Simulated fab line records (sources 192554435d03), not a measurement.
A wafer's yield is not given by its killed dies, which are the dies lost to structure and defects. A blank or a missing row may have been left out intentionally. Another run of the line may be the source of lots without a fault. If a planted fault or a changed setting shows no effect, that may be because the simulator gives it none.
Matching of chambers / flow n5_finfet / 4 sister chambers for N5_HKMG_FIN_ALD_36 on ald_metal-01
The step deposits TiN, target thk 1 nm, pulse time 1 s, purge time 3 s. 18 wafers are shown with their chamber, then 9 later ones without.

== EACH WAFER AND ITS CHAMBER ==
wafer=L074.4; chamber=2; heater_power_w (W)=948; heater_power_outer_w (W)=564; precursor_pulse_height_rel=0.999
wafer=L074.5; chamber=1; heater_power_w (W)=808; heater_power_outer_w (W)=492; precursor_pulse_height_rel=1.029
wafer=L074.6; chamber=2; heater_power_w (W)=972; heater_power_outer_w (W)=581; precursor_pulse_height_rel=0.998
wafer=L077.2; chamber=3; heater_power_w (W)=897; heater_power_outer_w (W)=497; precursor_pulse_height_rel=0.979
wafer=L077.4; chamber=0; heater_power_w (W)=867; heater_power_outer_w (W)=511; precursor_pulse_height_rel=1.011
wafer=L077.5; chamber=2; heater_power_w (W)=959; heater_power_outer_w (W)=574; precursor_pulse_height_rel=1.005
wafer=L078.1; chamber=0; heater_power_w (W)=836; heater_power_outer_w (W)=501; precursor_pulse_height_rel=0.984
wafer=L078.2; chamber=3; heater_power_w (W)=905; heater_power_outer_w (W)=511; precursor_pulse_height_rel=0.977
wafer=L078.4; chamber=1; heater_power_w (W)=825; heater_power_outer_w (W)=486; precursor_pulse_height_rel=1.004
wafer=L080.1; chamber=2; heater_power_w (W)=961; heater_power_outer_w (W)=574; precursor_pulse_height_rel=1.012
wafer=L080.5; chamber=2; heater_power_w (W)=931; heater_power_outer_w (W)=574; precursor_pulse_height_rel=0.991
wafer=L080.6; chamber=1; heater_power_w (W)=798; heater_power_outer_w (W)=500; precursor_pulse_height_rel=0.966
wafer=L089.4; chamber=1; heater_power_w (W)=794; heater_power_outer_w (W)=496; precursor_pulse_height_rel=1.004
wafer=L089.5; chamber=0; heater_power_w (W)=846; heater_power_outer_w (W)=501; precursor_pulse_height_rel=1.015
wafer=L089.6; chamber=3; heater_power_w (W)=899; heater_power_outer_w (W)=502; precursor_pulse_height_rel=0.992
wafer=L090.3; chamber=0; heater_power_w (W)=834; heater_power_outer_w (W)=502; precursor_pulse_height_rel=0.983
wafer=L090.5; chamber=1; heater_power_w (W)=788; heater_power_outer_w (W)=476; precursor_pulse_height_rel=1.008
wafer=L090.6; chamber=2; heater_power_w (W)=956; heater_power_outer_w (W)=565; precursor_pulse_height_rel=1.022

SIGNATURES (means of the wafers above)
reading=heater_power_w; chamber 0=845.75; chamber 1=802.60; chamber 2=954.50; chamber 3=900.33; scatter within a chamber=13.4
reading=heater_power_outer_w; chamber 0=503.75; chamber 1=490.00; chamber 2=572.00; chamber 3=503.33; scatter within a chamber=7.22
reading=precursor_pulse_height_rel; chamber 0=0.99825; chamber 1=1.00220; chamber 2=1.00450; chamber 3=0.98267; scatter within a chamber=0.0163
Rule: for each reading, subtract the chamber's mean from the wafer's reading, divide by that reading's scatter and square the result; add these up over the readings and take the root, which gives the wafer's distance from the chamber. The wafer belongs to the nearest chamber; if the next one is less than 2 further off, it can't be placed. How the scatter is found: for the shown wafers, subtract from each reading the mean of its chamber, square and add these, divide the total by (wafers less chambers), then take the root.

== WAFERS MISSING THEIR CHAMBER ==
wafer=L092.1; heater_power_w (W)=893; heater_power_outer_w (W)=510; precursor_pulse_height_rel=0.979
wafer=L092.3; heater_power_w (W)=854; heater_power_outer_w (W)=501; precursor_pulse_height_rel=1.011
wafer=L092.6; heater_power_w (W)=836; heater_power_outer_w (W)=506; precursor_pulse_height_rel=0.986
wafer=L094.1; heater_power_w (W)=813; heater_power_outer_w (W)=515; precursor_pulse_height_rel=1.013
wafer=L094.2; heater_power_w (W)=959; heater_power_outer_w (W)=574; precursor_pulse_height_rel=1.003
wafer=L094.6; heater_power_w (W)=901; heater_power_outer_w (W)=529; precursor_pulse_height_rel=1.001
wafer=L095.1; heater_power_w (W)=864; heater_power_outer_w (W)=502; precursor_pulse_height_rel=1.003
wafer=L095.5; heater_power_w (W)=978; heater_power_outer_w (W)=568; precursor_pulse_height_rel=1.039
wafer=L095.6; heater_power_w (W)=829; heater_power_outer_w (W)=494; precursor_pulse_height_rel=0.991

== THE CHAMBER EACH PASSED THROUGH ==
wafer=L092.1; from the rows above=3; in truth=3
wafer=L092.3; from the rows above=0; in truth=0
wafer=L092.6; from the rows above=0; in truth=0
wafer=L094.1; from the rows above=can't be placed: 0 or 1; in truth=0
wafer=L094.2; from the rows above=2; in truth=2
wafer=L094.6; from the rows above=can't be placed: 3 or 0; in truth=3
wafer=L095.1; from the rows above=can't be placed: 0 or 3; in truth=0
wafer=L095.5; from the rows above=2; in truth=2
wafer=L095.6; from the rows above=can't be placed: 0 or 1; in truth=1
Correct placement for 5 of the 9. From these rows, 4 cannot be placed; in 4 the true chamber is one of the candidates. Wrongly placed: 0.
